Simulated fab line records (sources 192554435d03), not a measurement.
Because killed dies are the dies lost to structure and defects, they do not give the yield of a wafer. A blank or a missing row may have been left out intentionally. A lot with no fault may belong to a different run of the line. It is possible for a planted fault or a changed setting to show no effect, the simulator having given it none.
Split-lot experiment || flow n5-finfet || 21 wafers read across 7 lots, on a route 1938 steps long

SPLIT DETAILS
At N5_HKMG_FIN_EXPOSE_09 (exposes mask NWFM), the setting dose-mj was moved away from the recipe's 39.25 on 8 of the 21 wafers read, by -2.4% to +6.1%. For the rest of the wafers, this setting stayed at what the recipe calls for.

FROM THE SPLIT TO THE READING: what the file shows between them, 2 steps
- N5_HKMG_FIN_PEB_10: peb time 60 s
- N5_HKMG_FIN_DEVELOP_11: develop time 30 s

THE READING
cd-nm at N5_HKMG_FIN_CD_MEAS_12, given in nm (cd target 92.8 nm). Typical for fault-free wafers on this fab line: 92.7 nm, with standard deviation 0.5 nm.

{"wafer": "L078.4", "tool, chamber at the split": "arfi-scanner-02, 0", "dose-mj as run": 40.85, "against the recipe": "+4.1%", "cd-nm, nm": 95.0, "against lot-mates on the recipe": "+1.8"}
{"wafer": "L078.5", "tool, chamber at the split": "arfi-scanner-02, 0", "dose-mj as run": 39.25, "against the recipe": "recipe", "cd-nm, nm": 93.4, "against lot-mates on the recipe": "-"}
{"wafer": "L078.6", "tool, chamber at the split": "arfi-scanner-02, 0", "dose-mj as run": 39.25, "against the recipe": "recipe", "cd-nm, nm": 92.9, "against lot-mates on the recipe": "-"}
{"wafer": "L082.1", "tool, chamber at the split": "arfi-scanner-02, 0", "dose-mj as run": 38.32, "against the recipe": "-2.4%", "cd-nm, nm": 91.6, "against lot-mates on the recipe": -1.8}
{"wafer": "L082.3", "tool, chamber at the split": "arfi-scanner-02, 0", "dose-mj as run": 39.25, "against the recipe": "recipe", "cd-nm, nm": 93.4, "against lot-mates on the recipe": "-"}
{"wafer": "L082.4", "tool, chamber at the split": "arfi-scanner-02, 0", "dose-mj as run": 38.32, "against the recipe": "-2.4%", "cd-nm, nm": 91.8, "against lot-mates on the recipe": -1.6}
{"wafer": "L083.1", "tool, chamber at the split": "arfi-scanner-01, 0", "dose-mj as run": 40.22, "against the recipe": "+2.5%", "cd-nm, nm": 94.3, "against lot-mates on the recipe": "+1.4"}
{"wafer": "L083.4", "tool, chamber at the split": "arfi-scanner-01, 0", "dose-mj as run": 39.25, "against the recipe": "recipe", "cd-nm, nm": 93.1, "against lot-mates on the recipe": "-"}
{"wafer": "L083.5", "tool, chamber at the split": "arfi-scanner-01, 0", "dose-mj as run": 39.25, "against the recipe": "recipe", "cd-nm, nm": 92.8, "against lot-mates on the recipe": "-"}
{"wafer": "L086.2", "tool, chamber at the split": "arfi-scanner-01, 0", "dose-mj as run": 39.25, "against the recipe": "recipe", "cd-nm, nm": 92.7, "against lot-mates on the recipe": "-"}
{"wafer": "L086.5", "tool, chamber at the split": "arfi-scanner-01, 0", "dose-mj as run": 39.25, "against the recipe": "recipe", "cd-nm, nm": 93.0, "against lot-mates on the recipe": "-"}
{"wafer": "L086.6", "tool, chamber at the split": "arfi-scanner-01, 0", "dose-mj as run": 39.25, "against the recipe": "recipe", "cd-nm, nm": 92.9, "against lot-mates on the recipe": "-"}
{"wafer": "L091.4", "tool, chamber at the split": "arfi-scanner-01, 0", "dose-mj as run": 41.66, "against the recipe": "+6.1%", "cd-nm, nm": 97.1, "against lot-mates on the recipe": "+3.9"}
{"wafer": "L091.5", "tool, chamber at the split": "arfi-scanner-01, 0", "dose-mj as run": 39.25, "against the recipe": "recipe", "cd-nm, nm": 93.2, "against lot-mates on the recipe": "-"}
{"wafer": "L091.6", "tool, chamber at the split": "arfi-scanner-01, 0", "dose-mj as run": 41.66, "against the recipe": "+6.1%", "cd-nm, nm": 96.8, "against lot-mates on the recipe": "+3.6"}
{"wafer": "L095.2", "tool, chamber at the split": "arfi-scanner-03, 0", "dose-mj as run": 39.25, "against the recipe": "recipe", "cd-nm, nm": 93.0, "against lot-mates on the recipe": "-"}
{"wafer": "L095.3", "tool, chamber at the split": "arfi-scanner-03, 0", "dose-mj as run": 41.23, "against the recipe": "+5.0%", "cd-nm, nm": 96.5, "against lot-mates on the recipe": "+3.5"}
{"wafer": "L095.6", "tool, chamber at the split": "arfi-scanner-03, 0", "dose-mj as run": 41.23, "against the recipe": "+5.0%", "cd-nm, nm": 96.7, "against lot-mates on the recipe": "+3.7"}
{"wafer": "L097.1", "tool, chamber at the split": "arfi-scanner-03, 0", "dose-mj as run": 39.25, "against the recipe": "recipe", "cd-nm, nm": 92.6, "against lot-mates on the recipe": "-"}
{"wafer": "L097.2", "tool, chamber at the split": "arfi-scanner-03, 0", "dose-mj as run": 39.25, "against the recipe": "recipe", "cd-nm, nm": 92.6, "against lot-mates on the recipe": "-"}
{"wafer": "L097.6", "tool, chamber at the split": "arfi-scanner-03, 0", "dose-mj as run": 39.25, "against the recipe": "recipe", "cd-nm, nm": 92.2, "against lot-mates on the recipe": "-"}

THE FIT
A straight line over all 21 wafers: cd-nm changes by +0.646 nm for each +1% of dose-mj; r = +0.98; the points scatter about the line by 0.35 nm.
The same after taking each lot's own level away (the mean of its wafers on the recipe; 21 wafers): +0.639 nm for each +1%; r = +0.99; scatter 0.27 nm.
According to that fit, moving dose-mj by its largest amount changes the reading by 3.9 nm.
From 92.47 to 93.40 nm: that is the span of the lots' own levels, equal to 1.9 times the standard deviation above.
Consequently the slope shifts little with the lot-to-lot level, the two slopes agreeing.
Check: for one of the wafers moved furthest among these (+6.1%), held out of the fit, the line's prediction against its lot-mates is +3.87 nm. Against them it came out at +3.9 nm.

THE OTHER SPLITS THESE WAFERS WENT THROUGH
Note: prior to the reading, these wafers also went through further splits. Each is held against what the fit with the lots' levels taken away leaves over:
{"other split on the same wafers": "N5_SD_EPI_P_EXPOSE_06 dose-mj", "wafers away from the commonest value": 4, "r with cd-nm (lot level and that fit taken away)": "+0.10"}

THE FILE'S OWN FIT
cd-nm changes by +0.609 nm for each +1% of dose-mj, r = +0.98.
